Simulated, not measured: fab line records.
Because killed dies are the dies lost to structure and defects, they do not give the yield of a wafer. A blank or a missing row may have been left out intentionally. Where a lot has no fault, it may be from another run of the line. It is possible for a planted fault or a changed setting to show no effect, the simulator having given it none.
One fault through the eyes of 3 desks    flow n5 finfet    every desk sees just its own numbers, and what lay behind them comes last

## TOOL OWNER'S DESK, ald metal-04
The tool's own readings at N5_HKMG_FIN_ALD_21 (deposits TiN, target thk 1.5 nm, pulse time 1 s, purge time 3 s): means of the sampled wafers that have a number, for each lot that ran on this tool. The brackets show how far a lot's mean lies from the usual mean; more than 4 standard deviations puts the lot out of limits, marked OUT.
Columns: A = heater power w at N5_HKMG_FIN_ALD_21, usual 931 W; B = precursor pulse height rel at N5_HKMG_FIN_ALD_21, usual 0.999; C = susceptor temp C at N5_HKMG_FIN_ALD_21, usual 400.00 C
lot   first seen here  A    B      C
L314  day 5 06:20      937  0.985  399.89
L319  day 6 15:24      870  1.001  400.06
L320  day 6 22:35      878  1.004  400.04
L321  day 7 01:43      939  1.018  399.93
L324  day 7 16:38      849  1.000  394.61 (-23) OUT
L325  day 8 01:22      874  0.987  394.34 (-25) OUT
This desk's finding: out of limits on L324, L325; first on L324, day 7 16:38 (susceptor temp C at N5_HKMG_FIN_ALD_21). L314, L319, L320, L321 stayed within limits.

## THE DEFECT DESK
Inspection counts along the route, by lot: the mean over sampled wafers that carry a number. The brackets show how far a lot's mean lies from the usual mean; more than 4 standard deviations puts the lot out of limits, marked OUT.
Columns: A = raw defect count at N5_HKMG_FIN_INSPECT_28, usual 36
lot   first seen here  A
L314  day 5 07:35      39
L317  day 6 00:51      42
L319  day 6 20:43      31
L320  day 6 23:50      68
L321  day 7 02:58      44
L324  day 7 17:53      40
L325  day 8 02:38      32
L331  day 9 16:17      51
L332  day 9 19:09      25
L333  day 10 03:51     18
This desk's verdict: no lot among the 10 shows anything out of limits.

## AT THE METROLOGY DESK
What the gauges read, lot by lot, whatever tool the lot ran on: means of the sampled wafers that have a number. The brackets show how far a lot's mean lies from the usual mean; more than 4 standard deviations puts the lot out of limits, marked OUT. Of its 10 readings 7 are shown: those that lie furthest out on some lot.
Columns: A = DIBL_N at N5_BEOL_M4_RC_MEAS_101, usual 35.7 mV/V; B = DIBL_P at N5_BEOL_M4_RC_MEAS_101, usual 36.0 mV/V; C = IOFF_N at N5_BEOL_M4_RC_MEAS_101, usual 0.154 nA/um; D = ION_P at N5_BEOL_M4_RC_MEAS_101, usual 465 uA/um; E = SS_P at N5_BEOL_M4_RC_MEAS_101, usual 73.1 mV/dec; F = VT_N at N5_BEOL_M4_RC_MEAS_101, usual 250 mV; G = VT_P at N5_BEOL_M4_RC_MEAS_101, usual -249 mV
lot   first seen here  A     B     C      D    E     F    G
L314  day 8 14:49      36.1  36.6  0.156  465  73.1  250  -247
L317  day 9 22:26      34.7  35.6  0.135  466  72.9  252  -247
L319  day 10 02:07     35.1  35.2  0.141  461  73.5  251  -254
L320  day 10 14:38     35.4  36.6  0.154  464  73.0  250  -248
L321  day 10 22:56     35.3  36.2  0.160  466  73.4  247  -249
L324  day 11 02:43     37.8  38.1  0.181  471  73.1  247  -247
L325  day 12 06:13     33.9  33.2  0.117  462  73.1  254  -253
L333  day 13 14:23     36.8  35.7  0.160  462  73.1  249  -252
L332  day 13 16:16     36.5  34.8  0.144  472  72.3  249  -247
L331  day 13 18:19     36.7  35.8  0.146  452  72.7  252  -256
This desk's verdict: no lot among the 10 shows anything out of limits.

## BROUGHT TOGETHER
The tool owner's desk could have raised an alarm at day 7 16:38, on L324, L325.
No out-of-limits result turned up at the defect desk.
The metrology desk saw nothing out of limits.
The defect desk has L324, L325 on record, within its limits.
The metrology desk has L324, L325 on record, within its limits.
The lots listed all ran N5_HKMG_FIN_ALD_21 on ald metal-04.

## WHAT WAS PUT IN BY THE SIMULATOR
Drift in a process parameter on ald metal-04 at N5_HKMG_FIN_ALD_21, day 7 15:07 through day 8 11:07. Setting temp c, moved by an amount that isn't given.
Lots struck among those shown: L324, L325.
Time in hours from fault onset to the first out-of-limits reading at each desk: the tool owner's desk, 2.
